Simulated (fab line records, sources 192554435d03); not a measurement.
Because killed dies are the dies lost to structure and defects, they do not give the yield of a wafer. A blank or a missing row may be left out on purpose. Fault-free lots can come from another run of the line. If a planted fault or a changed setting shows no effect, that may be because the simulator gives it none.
Chamber matching :: flow n5Finfet :: N5_MOL_CONTACT_COAG_CMP_52 on cmp-04 has 4 sister chambers
The step polishes, stops on SiO2, t overpolish 1.5 s, target thk 66.5 nm. 8 wafers are shown with their chamber, then 10 later ones without.

== WAFERS PAIRED WITH THEIR CHAMBERS ==
wafer: L086.1
chamber: 1
motorCurrentA (A): 11.3
timeToEndpointS (s): 14.6

wafer: L086.4
chamber: 3
motorCurrentA (A): 12.5
timeToEndpointS (s): 11.7

wafer: L086.6
chamber: 1
motorCurrentA (A): 11.1
timeToEndpointS (s): 14.1

wafer: L089.1
chamber: 2
motorCurrentA (A): 10.6
timeToEndpointS (s): 18.3

wafer: L089.5
chamber: 3
motorCurrentA (A): 12.3
timeToEndpointS (s): 11.0

wafer: L089.6
chamber: 0
motorCurrentA (A): 13.7
timeToEndpointS (s): 12.0

wafer: L091.3
chamber: 2
motorCurrentA (A): 10.3
timeToEndpointS (s): 16.7

wafer: L091.4
chamber: 0
motorCurrentA (A): 13.5
timeToEndpointS (s): 13.3

== WAFERS WITH NO CHAMBER GIVEN ==
wafer: L091.6
motorCurrentA (A): 11.2
timeToEndpointS (s): 13.9

wafer: L093.3
motorCurrentA (A): 10.8
timeToEndpointS (s): 14.4

wafer: L093.4
motorCurrentA (A): 10.8
timeToEndpointS (s): 10.2

wafer: L093.6
motorCurrentA (A): 13.0
timeToEndpointS (s): 7.8

wafer: L095.1
motorCurrentA (A): 14.3
timeToEndpointS (s): 12.4

wafer: L095.3
motorCurrentA (A): 10.0
timeToEndpointS (s): 18.7

wafer: L095.5
motorCurrentA (A): 10.9
timeToEndpointS (s): 16.8

wafer: L095.2
motorCurrentA (A): 11.6
timeToEndpointS (s): 13.3

wafer: L095.4
motorCurrentA (A): 10.9
timeToEndpointS (s): 14.9

wafer: L095.6
motorCurrentA (A): 14.3
timeToEndpointS (s): 9.4

== WHICH CHAMBER EACH ONE RAN IN ==
wafer: L091.6
from the rows above: 1
in truth: 1

wafer: L093.3
from the rows above: 1
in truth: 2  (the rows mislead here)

wafer: L093.4
from the rows above: 1
in truth: 1

wafer: L093.6
from the rows above: can't be placed: 3 or 0
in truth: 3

wafer: L095.1
from the rows above: 0
in truth: 0

wafer: L095.3
from the rows above: 2
in truth: 2

wafer: L095.5
from the rows above: can't be placed: 2 or 1
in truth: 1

wafer: L095.2
from the rows above: 1
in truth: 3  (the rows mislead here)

wafer: L095.4
from the rows above: 1
in truth: 1

wafer: L095.6
from the rows above: 0
in truth: 0
Correctly placed: 6 of 10. Cannot be placed on the basis of these rows: 2; the candidates contain the true chamber in 2. Number placed wrongly: 2.
How it was worked out, from the rows above alone: a wafer's distance from a chamber is the root of the sum, over the readings, of the square of ((its reading less the chamber's mean) divided by the reading's scatter). If the next closest chamber is less than 2 further off than the closest, the wafer can't be placed; otherwise it belongs to the closest. For every chamber, the mean is computed from those of its wafers that are shown. The scatter is the square root of a quotient: the sum, over the shown wafers, of each reading's squared deviation from its chamber's mean, divided by wafers minus chambers.
